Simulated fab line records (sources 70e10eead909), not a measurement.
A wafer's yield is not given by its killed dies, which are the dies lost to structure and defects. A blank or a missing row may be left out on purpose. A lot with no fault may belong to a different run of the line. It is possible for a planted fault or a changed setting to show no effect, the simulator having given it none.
Matching of chambers :: flow nandHarc :: NHARC_A_DECK1_JOINT_CMP_02 on cmp-02: 4 sister chambers
The step polishes SiOx. 14 wafers are shown with their chamber, then 7 later ones without.

## EACH WAFER AND ITS CHAMBER
wafer: L884.1
chamber: 1
motorCurrentA (A): 10.4

wafer: L884.3
chamber: 2
motorCurrentA (A): 12.7

wafer: L884.5
chamber: 3
motorCurrentA (A): 11.1

wafer: L886.4
chamber: 1
motorCurrentA (A): 10.6

wafer: L886.5
chamber: 3
motorCurrentA (A): 11.1

wafer: L886.6
chamber: 2
motorCurrentA (A): 12.7

wafer: L887.2
chamber: 3
motorCurrentA (A): 10.8

wafer: L887.3
chamber: 0
motorCurrentA (A): 11.0

wafer: L887.6
chamber: 3
motorCurrentA (A): 11.0

wafer: L889.1
chamber: 3
motorCurrentA (A): 11.7

wafer: L889.2
chamber: 0
motorCurrentA (A): 11.4

wafer: L889.4
chamber: 1
motorCurrentA (A): 10.6

wafer: L893.1
chamber: 1
motorCurrentA (A): 11.0

wafer: L893.4
chamber: 2
motorCurrentA (A): 12.4

SIGNATURES (averages over the wafers above)
reading: motorCurrentA
chamber 0: 11.200
chamber 1: 10.650
chamber 2: 12.600
chamber 3: 11.140
scatter within a chamber: 0.28
Rule: a wafer lies at a distance from a chamber equal to the root of the sum of squares, over the readings, of (its reading less the chamber's mean, divided by the reading's scatter). If the next closest chamber is less than 2 further off than the closest, the wafer can't be placed; otherwise it belongs to the closest. The scatter is the square root of a quotient: the sum, over the shown wafers, of each reading's squared deviation from its chamber's mean, divided by wafers minus chambers.

## WAFERS WHOSE CHAMBER IS MISSING
wafer: L893.5
motorCurrentA (A): 12.4

wafer: L895.1
motorCurrentA (A): 11.2

wafer: L895.4
motorCurrentA (A): 12.3

wafer: L895.6
motorCurrentA (A): 10.7

wafer: L902.2
motorCurrentA (A): 10.3

wafer: L902.3
motorCurrentA (A): 11.0

wafer: L902.5
motorCurrentA (A): 10.7

## WHICH CHAMBER EACH ONE RAN IN
wafer: L893.5
from the rows above: 2
in truth: 2

wafer: L895.1
from the rows above: can't be placed: 0 or 3 or 1
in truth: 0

wafer: L895.4
from the rows above: 2
in truth: 2

wafer: L895.6
from the rows above: can't be placed: 1 or 3 or 0
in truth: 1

wafer: L902.2
from the rows above: can't be placed: 1 or 3 or 0
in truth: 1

wafer: L902.3
from the rows above: can't be placed: 3 or 0 or 1
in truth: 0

wafer: L902.5
from the rows above: can't be placed: 1 or 3 or 0
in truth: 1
Placed correctly: 2 of 7. These rows do not allow placing 5 (true chamber among the candidates in 5). Number placed wrongly: 0.
